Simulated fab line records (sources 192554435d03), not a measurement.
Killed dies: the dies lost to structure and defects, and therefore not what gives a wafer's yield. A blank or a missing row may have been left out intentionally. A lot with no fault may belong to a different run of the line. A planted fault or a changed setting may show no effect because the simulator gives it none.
Struck lot and sound lot, side by side -- flow n5 finfet -- 39 steps out of a route of 1938
Sound: the wafers L329.1, L329.2, L329.4. Struck: wafers L322.1, L322.2, L322.3. Last of all comes the cause.
Per side, at each step with rows, come the tool, then ch with its chambers, and then its first start. Under that, the readings that differ: sound wafers -- struck wafers -- difference of the means -- sigmas: that difference in standard deviations of wafers without a fault.
alike: words and numbers the same on both sides, and readings whose means are apart by under 2 such deviations; not compared: readings that were withheld, readings missing a value for some wafer, numbers with overlapping values and no deviation given by the record, and bounds like >300 which may hide the same value.
Wherever a step has rows on one side only, a row that says differs or no value, or a row with sigmas, the two part there. Numbers that don't overlap but have no deviation are shown without sigmas and don't part them. Lack of a reading on every wafer of one side parts them only where that side has two or more wafers.

first, 12 steps without rows for these wafers: N5_BEOL_M1_SPUTTER_86 (material Cu, target thk 4.5 nm, time 8.29 s); N5_BEOL_M1_ANNEAL_87 (time 240 s); N5_BEOL_M1_SPUTTER_88 (material Cu, target thk 4.5 nm, time 8.29 s); N5_BEOL_M1_ANNEAL_89 (time 240 s); N5_BEOL_M1_SPUTTER_90 (material Cu, target thk 4.5 nm, time 8.29 s); N5_BEOL_M1_ANNEAL_91 (time 240 s); N5_BEOL_M1_SPUTTER_92 (material Cu, target thk 4.5 nm, time 8.29 s); N5_BEOL_M1_ANNEAL_93 (time 240 s); N5_BEOL_M1_SPUTTER_94 (material Cu, target thk 4.5 nm, time 8.29 s); N5_BEOL_M1_ANNEAL_95 (time 240 s); N5_BEOL_M1_SPUTTER_96 (material Cu, target thk 4.5 nm, time 8.29 s); N5_BEOL_M1_ECD_50 (material Cu, target thk 300 nm).
N5_BEOL_M1_ANNEAL_51: time 90 s.
  sound on rtp anneal-01 ch 0, day 11 13:10; struck on rtp anneal-02, day 9 20:41
  no value came back on the struck wafers for anneal temp c (C), anneal temp c max, time s (s), wafer_temp_C_max; on the sound wafers anneal temp c (C) reads 224.58 224.91 224.75
N5_BEOL_M1_CMP_52: polishes, stops on SiOC, t overpolish 6.8 s, target thk 40 nm.
  sound on cmp-01 ch 1,2,3, day 11 13:32; struck on cmp-01 ch 0,1,2, day 9 20:59
reading,sound,struck,difference,sigmas
barrier field endpoint s (s),24.0 24.4 25.0,29.0 29.4 28.7,+4.6,+9
time to endpoint s (s),60.0 61.1 59.9,81.3 80.0 83.8,+21.4,+8
  alike: motor current A, overpolish run s, platen rpm, slurry filter dp kPa
N5_BEOL_M1_THK_MEAS_53: measures by xrf.
  struck on film metro-01, day 9 21:17; sound on film metro-02, day 11 13:47
reading,sound,struck,difference,sigmas
M1_THK (nm),38.3 38.6 40.1,44.8 46.3 43.6,+5.9,+4
then, 4 steps without rows for these wafers: N5_BEOL_M1_PRE_CLEAN_60 (time 15 s); N5_BEOL_M1_CO_CAP_55 (material Co, precursor CCTBA/H2, target thk 2 nm, time 102.1 s); N5_BEOL_M1_PRE_CLEAN_56 (time 15 s); N5_BEOL_M1_DEP_57 (deposits SiCN from 3MS/NH3, target thk 8 nm, time 14 s).
N5_BEOL_M1_RS_MEAS_58: measures by four-point-probe.
  struck on film metro-02, day 9 21:32; sound on film metro-02, day 11 14:03
reading,sound,struck,difference,sigmas
M1_RS (ohm/sq),0.71 0.70 0.67,0.78 0.77 0.77,+0.08,+2
then, 17 steps without rows for these wafers: N5_BEOL_M2_ILD_DEP_00 (deposits SiOC from DEMS/O2, target thk 79 nm, time 15.3 s); N5_BEOL_M2_PECVD_72 (deposits SiO2 from TEOS/O2, target thk 16 nm, time 18 s); N5_BEOL_M2_HM_DEP_02 (deposits TiN, target thk 20 nm); N5_BEOL_M2_COAT_61 (time 60 s, resist thk 60 nm); N5_BEOL_M2_COAT_62 (time 60 s, resist thk 12 nm); N5_BEOL_M2_COAT_73 (time 60 s, resist thk 5 nm); N5_BEOL_M2_COAT_05 (resist thk 30 nm); N5_BEOL_M2_EBR_07; N5_BEOL_M2_SOFTBAKE_06 (time 60 s); N5_BEOL_M2_EXPOSE_08 (exposes mask M2); N5_BEOL_M2_PEB_09 (peb time 60 s); N5_BEOL_M2_DEVELOP_10 (develop time 30 s); N5_BEOL_M2_DESCUM_16 (chemistry O2, time 7 s); N5_BEOL_M2_ETCH_74 (etches underlayer in N2/H2, target depth 6.5 nm, time 5.2 s); N5_BEOL_M2_ETCH_63 (etches SiARC in CF4, target depth 15.6 nm, time 26 s); N5_BEOL_M2_ETCH_64 (etches SOC in N2/H2, target depth 75 nm, overetch 22.5 nm, time 121.9 s); N5_BEOL_M2_STRIP_65 (strips in N2/H2).
N5_BEOL_M4_RC_MEAS_101:
  sound on prober-01 ch 0, day 13 15:07; struck on prober-02 ch 0, day 11 11:13
  alike: DIBL_N, DIBL_P, IOFF_N, IOFF_P, ION_N, ION_P, SS_N, SS_P, VT_N, VT_P
  not compared: COMB_M1_max_site
-- a jump in the record: the struck wafers' starts before and after are 4 days apart (it breaks off in module BEOL_M4 and resumes in module PASSIVATION, where the first step shown is number 1936 of the route) --
N5_PASSIVATION_PROBE_49:
  struck on prober-01, day 15 19:10; sound on prober-02, day 18 03:36
reading,sound,struck,difference,sigmas
defect limited yield (%),91.2 89.2 92.2,52.5 56.1 66.9,-32.4,-22
killed_at_M0_to_M3,25 34 36,488 430 318,+380,+40
killed dies,104 128 92,560 518 390,+381,+22
killed on rim,13 14 10,16 152 152,+94,+23
sort n pass,1076 1052 1088,620 662 790,-381,-22
sort yield pct (%),91.2 89.2 92.2,52.5 56.1 66.9,-32.4,-22
  alike: killed_at_M4_up, killed at contacts, killed at front end, killed at other, killed open, killed short, sort_bin_5_function, sort_bin_6_memory

== WHERE THEY PART ==
At N5_BEOL_M1_ANNEAL_51 first; at N5_PASSIVATION_PROBE_49 last (within this record only).

WHY: the cause the simulator had injected
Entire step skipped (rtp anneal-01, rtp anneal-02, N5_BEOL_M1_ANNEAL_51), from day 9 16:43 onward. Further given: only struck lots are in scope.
